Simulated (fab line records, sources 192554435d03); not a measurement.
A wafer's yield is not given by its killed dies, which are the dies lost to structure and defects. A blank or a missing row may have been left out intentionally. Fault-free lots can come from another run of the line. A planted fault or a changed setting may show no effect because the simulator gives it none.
Which of the tools did it? ; flow n5 finfet ; Sampling: 24 lots, 72 wafers, 6 of 1938 route steps

WHAT EACH GAUGE READ, for each wafer
N5_BEOL_M5_CD_MEAS_18: pitch 56 nm, target cd 28 nm.
lot;measured;on;cd nm (nm)
L074;day 8 07:21;cd sem-03;27.9 27.7 27.5
L075;day 8 08:58;cd sem-01;28.5 28.0 28.0
L076;day 8 18:11;cd sem-02;27.5 27.4 27.5
L077;day 8 23:51;cd sem-02;27.9 27.6 27.9
L078;day 9 08:13;cd sem-01;27.7 27.7 27.7
L080;day 9 14:21;cd sem-01;28.1 28.6 28.0
L081;day 10 01:04;cd sem-02;27.3 27.7 27.2
L079;day 10 01:20;cd sem-02;28.0 28.4 28.1
L083;day 10 06:07;cd sem-01;27.7 28.2 28.3
L082;day 10 19:14;cd sem-01;28.3 28.1 27.9
L084;day 11 01:35;cd sem-01;27.9 28.1 28.0
L085;day 11 05:07;cd sem-02;28.2 28.8 28.5
L086;day 11 08:16;cd sem-03;28.3 28.5 28.7
L087;day 11 15:17;cd sem-02;27.8 27.4 27.4
L088;day 11 20:13;cd sem-02;28.2 28.0 27.8
L089;day 11 23:57;cd sem-02;27.5 27.1 27.6
L090;day 12 06:38;cd sem-01;28.5 27.9 28.1
L091;day 12 11:38;cd sem-01;27.8 27.3 27.6
L092;day 12 23:53;cd sem-02;27.7 27.9 28.2
L093;day 13 07:14;cd sem-02;27.8 27.6 27.5
L094;day 13 07:43;cd sem-03;27.6 28.0 28.7
L095;day 13 19:42;cd sem-02;28.1 28.8 28.0
L096;day 13 23:25;cd sem-02;28.3 28.6 28.3
L097;day 14 12:20;cd sem-02;28.3 28.0 28.6

TOOL THAT RAN EACH LOT (tool first, then ch and the chambers of the sampled wafers, then the start)
lot;N5_BEOL_M4_STRIP_97;N5_BEOL_M4_DEGAS_44;N5_BEOL_M4_SPUTTER_92;N5_BEOL_M4_SPUTTER_96;N5_BEOL_M5_DESCUM_16
L074;rie diel-03 ch 0,1, day 8 00:13 or earlier;pvd sputter-02, day 8 00:13;pvd sputter-01, day 8 02:10;pvd sputter-01, day 8 02:37;rie diel-04 ch 0,3, day 8 06:55
L075;rie diel-05 ch 0,2, day 8 00:25 or earlier;pvd sputter-02, day 8 00:25;pvd sputter-03, day 8 02:49;pvd sputter-03, day 8 03:16;rie diel-04 ch 0,2, day 8 08:32
L076;rie diel-02 ch 0,2,3, day 8 09:20 or earlier;pvd sputter-02, day 8 09:20;pvd sputter-02, day 8 11:17;pvd sputter-02, day 8 11:43;rie diel-01 ch 0,2, day 8 17:45
L077;rie diel-02 ch 0,3, day 8 16:18 or earlier;pvd sputter-02, day 8 16:18;pvd sputter-03, day 8 19:04;pvd sputter-03, day 8 19:30;rie diel-04 ch 0,2,3, day 8 23:25
L078;rie diel-03 ch 0,1,3, day 8 22:11 or earlier;pvd sputter-03, day 8 22:11;pvd sputter-02, day 9 00:17;pvd sputter-02, day 9 00:43;rie diel-06 ch 0,1,3, day 9 07:43
L080;rie diel-02 ch 0,1, day 9 04:43 or earlier;pvd sputter-02, day 9 04:43;pvd sputter-03, day 9 09:13;pvd sputter-03, day 9 09:40;rie diel-06 ch 0,1, day 9 13:55
L081;rie diel-03 ch 0,1, day 9 16:10 or earlier;pvd sputter-01, day 9 16:10;pvd sputter-03, day 9 18:17;pvd sputter-03, day 9 18:43;rie diel-01 ch 0,1,3, day 10 00:38
L079;rie diel-05 ch 0,1,2, day 9 16:14 or earlier;pvd sputter-01, day 9 16:14;pvd sputter-01, day 9 18:26;pvd sputter-01, day 9 18:53;rie diel-04 ch 0,1, day 10 00:55
L083;rie diel-03 ch 1,3, day 9 20:58 or earlier;pvd sputter-01, day 9 20:58;pvd sputter-01, day 9 23:04;pvd sputter-01, day 9 23:30;rie diel-06 ch 0,1,3, day 10 05:41
L082;rie diel-03 ch 1,2,3, day 10 09:15 or earlier;pvd sputter-02, day 10 09:15;pvd sputter-01, day 10 11:10;pvd sputter-01, day 10 11:37;rie diel-04 ch 0,2,3, day 10 18:49
L084;rie diel-02 ch 0,2,3, day 10 15:23 or earlier;pvd sputter-01, day 10 15:23;pvd sputter-02, day 10 17:28;pvd sputter-02, day 10 17:55;rie diel-06 ch 0,1,2, day 11 00:59
L085;rie diel-03 ch 1,3, day 10 18:18 or earlier;pvd sputter-03, day 10 18:18;pvd sputter-02, day 10 20:10;pvd sputter-02, day 10 20:36;rie diel-04 ch 0,1,3, day 11 04:41
L086;rie diel-05 ch 1,2,3, day 10 21:38 or earlier;pvd sputter-01, day 10 21:38;pvd sputter-01, day 10 23:32;pvd sputter-01, day 10 23:59;rie diel-04 ch 0,1,2, day 11 07:50
L087;rie diel-03 ch 0,1,3, day 11 08:33 or earlier;pvd sputter-01, day 11 08:33;pvd sputter-01, day 11 10:28;pvd sputter-01, day 11 10:55;rie diel-06 ch 0,1, day 11 14:42
L088;rie diel-02 ch 0,1,3, day 11 13:37 or earlier;pvd sputter-03, day 11 13:37;pvd sputter-01, day 11 15:40;pvd sputter-01, day 11 16:07;rie diel-01 ch 0,1, day 11 19:47
L089;rie diel-03 ch 0,1,3, day 11 13:52 or earlier;pvd sputter-02, day 11 13:52;pvd sputter-01, day 11 17:37;pvd sputter-01, day 11 18:03;rie diel-01 ch 0,1,2, day 11 23:17
L090;rie diel-02 ch 0,3, day 11 22:47 or earlier;pvd sputter-02, day 11 22:47;pvd sputter-03, day 12 00:59;pvd sputter-03, day 12 01:26;rie diel-04 ch 0,2, day 12 06:12
L091;rie diel-02 ch 1,2,3, day 12 02:19 or earlier;pvd sputter-02, day 12 02:19;pvd sputter-03, day 12 04:19;pvd sputter-03, day 12 04:46;rie diel-01 ch 0,1, day 12 11:11
L092;rie diel-05 ch 2,3, day 12 16:10 or earlier;pvd sputter-01, day 12 16:10;pvd sputter-02, day 12 19:07;pvd sputter-02, day 12 19:34;rie diel-04 ch 0,2,3, day 12 23:22
L093;rie diel-05 ch 2,3, day 12 23:14 or earlier;pvd sputter-02, day 12 23:14;pvd sputter-01, day 13 01:08;pvd sputter-01, day 13 01:34;rie diel-01 ch 0,2, day 13 06:46
L094;rie diel-05 ch 0,2, day 12 23:40 or earlier;pvd sputter-01, day 12 23:40;pvd sputter-01, day 13 02:58;pvd sputter-01, day 13 03:25;rie diel-04 ch 0,2,3, day 13 07:12
L095;rie diel-02 ch 0,1,2, day 13 09:34 or earlier;pvd sputter-02, day 13 09:34;pvd sputter-03, day 13 13:43;pvd sputter-03, day 13 14:10;rie diel-04 ch 0,1,2, day 13 19:16
L096;rie diel-02 ch 0,2,3, day 13 15:41 or earlier;pvd sputter-01, day 13 15:41;pvd sputter-02, day 13 18:50;pvd sputter-02, day 13 19:17;rie diel-04 ch 0,1, day 13 22:56
L097;rie diel-05 ch 1,2, day 14 05:22 or earlier;pvd sputter-03, day 14 05:22;pvd sputter-02, day 14 07:32;pvd sputter-02, day 14 07:59;rie diel-01 ch 1,2, day 14 11:55
- N5_BEOL_M4_STRIP_97: strips in N2/H2, time 10 s.
- N5_BEOL_M4_DEGAS_44: time 60 s.
- N5_BEOL_M4_SPUTTER_92: material Cu, target thk 4.5 nm, time 8.29 s.
- N5_BEOL_M4_SPUTTER_96: material Cu, target thk 4.5 nm, time 8.29 s.
- N5_BEOL_M5_DESCUM_16: chemistry O2, time 7 s.

AS READ BY THE TOOLS THEMSELVES (means over the sampled wafers that have a number; for cases with no such wafer, the mark the record gives instead)
N5_BEOL_M4_STRIP_97.
lot;tool;drypump motor current A (A);oes product au (a.u.);rf vpp V (V);showerhead plenum p Torr (Torr);throttle valve pct (%)
L074;rie diel-03;6.4;0.73;58.8;2.53;23.52
L075;rie diel-05;5.7;0.78;59.8;2.57;23.42
L076;rie diel-02;6.1;0.76;58.1;2.43;23.69
L077;rie diel-02;6.1;0.81;58.3;2.42;23.56
L078;rie diel-03;6.2;0.72;59.9;2.53;23.52
L080;rie diel-02;6.0;0.74;59.6;2.43;23.64
L081;rie diel-03;6.3;0.70;58.9;2.51;23.59
L079;rie diel-05;5.4;0.76;58.8;2.56;23.47
L083;rie diel-03;6.2;0.75;58.9;2.53;23.47
L082;rie diel-03;5.9;0.83;59.4;2.51;23.40
L084;rie diel-02;6.0;0.83;59.2;2.42;23.58
L085;rie diel-03;6.1;0.72;58.3;2.53;23.46
L086;rie diel-05;5.7;0.75;59.3;2.57;23.66
L087;rie diel-03;6.2;0.82;59.4;2.52;23.43
L088;rie diel-02;5.9;0.75;59.5;2.47;23.64
L089;rie diel-03;6.2;0.81;58.9;2.51;23.43
L090;rie diel-02;6.1;0.78;59.2;2.41;23.60
L091;rie diel-02;5.7;0.81;58.7;2.52;23.63
L092;rie diel-05;6.2;0.74;58.9;2.57;23.83
L093;rie diel-05;6.2;0.73;58.6;2.57;23.82
L094;rie diel-05;5.6;0.90;59.1;2.50;23.20
L095;rie diel-02;5.9;0.76;58.8;2.47;23.66
L096;rie diel-02;6.0;0.79;58.5;2.41;23.61
L097;rie diel-05;5.4;0.88;58.7;2.50;23.33

N5_BEOL_M4_DEGAS_44.
lot;tool;heater power w (W)
L074;pvd sputter-02;334
L075;pvd sputter-02;294
L076;pvd sputter-02;298
L077;pvd sputter-02;305
L078;pvd sputter-03;342
L080;pvd sputter-02;303
L081;pvd sputter-01;338
L079;pvd sputter-01;345
L083;pvd sputter-01;309
L082;pvd sputter-02;335
L084;pvd sputter-01;373
L085;pvd sputter-03;347
L086;pvd sputter-01;342
L087;pvd sputter-01;348
L088;pvd sputter-03;345
L089;pvd sputter-02;328
L090;pvd sputter-02;315
L091;pvd sputter-02;312
L092;pvd sputter-01;367
L093;pvd sputter-02;312
L094;pvd sputter-01;310
L095;pvd sputter-02;329
L096;pvd sputter-01;361
L097;pvd sputter-03;351

N5_BEOL_M4_SPUTTER_92.
lot;tool;chuck sensor temp C (C);throttle valve pct (%)
L074;pvd sputter-01;-15.9;30.1
L075;pvd sputter-03;-15.5;29.3
L076;pvd sputter-02;-16.3;29.8
L077;pvd sputter-03;-15.6;30.1
L078;pvd sputter-02;-16.1;30.2
L080;pvd sputter-03;-15.7;28.9
L081;pvd sputter-03;-15.4;30.2
L079;pvd sputter-01;-16.4;29.4
L083;pvd sputter-01;-16.4;29.9
L082;pvd sputter-01;-16.1;30.5
L084;pvd sputter-02;-16.2;30.7
L085;pvd sputter-02;-16.5;28.9
L086;pvd sputter-01;-15.6;30.8
L087;pvd sputter-01;-16.3;29.9
L088;pvd sputter-01;-16.3;30.1
L089;pvd sputter-01;-16.3;29.8
L090;pvd sputter-03;-15.4;30.8
L091;pvd sputter-03;-15.7;30.8
L092;pvd sputter-02;-16.5;29.3
L093;pvd sputter-01;-16.1;30.7
L094;pvd sputter-01;-16.0;29.6
L095;pvd sputter-03;-15.6;30.1
L096;pvd sputter-02;-16.3;30.2
L097;pvd sputter-02;-16.4;29.2

N5_BEOL_M4_SPUTTER_96.
lot;tool;chuck sensor temp C (C);throttle valve pct (%)
L074;pvd sputter-01;-15.8;30.3
L075;pvd sputter-03;-15.5;29.3
L076;pvd sputter-02;-16.3;29.8
L077;pvd sputter-03;-15.5;30.3
L078;pvd sputter-02;-16.3;30.3
L080;pvd sputter-03;-15.8;28.7
L081;pvd sputter-03;-15.4;30.3
L079;pvd sputter-01;-16.4;29.5
L083;pvd sputter-01;-16.3;29.9
L082;pvd sputter-01;-16.3;30.7
L084;pvd sputter-02;-16.1;30.7
L085;pvd sputter-02;-16.5;28.7
L086;pvd sputter-01;-15.6;30.9
L087;pvd sputter-01;-16.3;29.8
L088;pvd sputter-01;-16.4;30.0
L089;pvd sputter-01;-16.3;29.8
L090;pvd sputter-03;-15.5;30.8
L091;pvd sputter-03;-15.6;30.8
L092;pvd sputter-02;-16.5;29.1
L093;pvd sputter-01;-16.2;30.5
L094;pvd sputter-01;-16.0;29.7
L095;pvd sputter-03;-15.5;30.0
L096;pvd sputter-02;-16.3;30.0
L097;pvd sputter-02;-16.5;29.4

N5_BEOL_M5_DESCUM_16.
lot;tool;drypump motor current A (A);oes product au (a.u.);rf vpp V (V);showerhead plenum p Torr (Torr);throttle valve pct (%)
L074;rie diel-04;5.6;0.74;244.7;2.17;20.52
L075;rie diel-04;5.5;0.79;243.3;2.17;20.51
L076;rie diel-01;5.5;0.75;243.3;2.11;20.56
L077;rie diel-04;5.7;0.76;244.3;2.15;20.47
L078;rie diel-06;5.7;0.74;241.8;2.05;20.51
L080;rie diel-06;5.6;0.75;244.5;2.08;20.48
L081;rie diel-01;6.2;0.72;242.5;2.05;20.63
L079;rie diel-04;5.3;0.72;244.6;2.17;20.67
L083;rie diel-06;5.8;0.73;243.2;2.05;20.51
L082;rie diel-04;5.7;0.76;243.7;2.15;20.48
L084;rie diel-06;5.3;0.79;243.8;2.09;20.34
L085;rie diel-04;5.6;0.70;244.4;2.15;20.63
L086;rie diel-04;5.6;0.74;244.3;2.15;20.63
L087;rie diel-06;5.6;0.73;242.1;2.08;20.50
L088;rie diel-01;6.3;0.73;241.7;2.05;20.74
L089;rie diel-01;5.9;0.73;242.7;2.08;20.65
L090;rie diel-04;5.5;0.76;243.6;2.16;20.56
L091;rie diel-01;6.3;0.72;241.8;2.05;20.75
L092;rie diel-04;5.7;0.82;243.8;2.14;20.33
L093;rie diel-01;5.8;0.70;242.5;2.03;20.71
L094;rie diel-04;5.8;0.81;243.5;2.14;20.35
L095;rie diel-04;5.5;0.84;243.0;2.15;20.55
L096;rie diel-04;5.4;0.90;243.8;2.15;20.62
L097;rie diel-01;5.5;0.72;243.6;2.13;20.57

THE ANSWER, worked out from the rows above alone
Rule: usual is defined by the lots themselves. Put in order of their means at a reading, lots are off if they are a third of the lots or fewer, leave a main group of 4 or more, and stand apart from it by a gap of 3 or more times the standard deviation of the main group's means; of several such gaps the widest counts. A main group whose means are all the same, to the digits that the tables above print for the reading, isn't used. Also off: a lot with no number at a reading for which 4 or more lots have one. Where the step has rows for the other lots, those lots are counted as sound. First the gauges in route order, then the tools' own readings, where a lot's mean is used as printed above. The first step at which some lot is off is used, and at that step the reading that is off furthest; a lot without a number counts as furthest.
Across all readings shown, no lot is off: no conclusion can be drawn from this.

WHAT WAS PUT IN BY THE SIMULATOR
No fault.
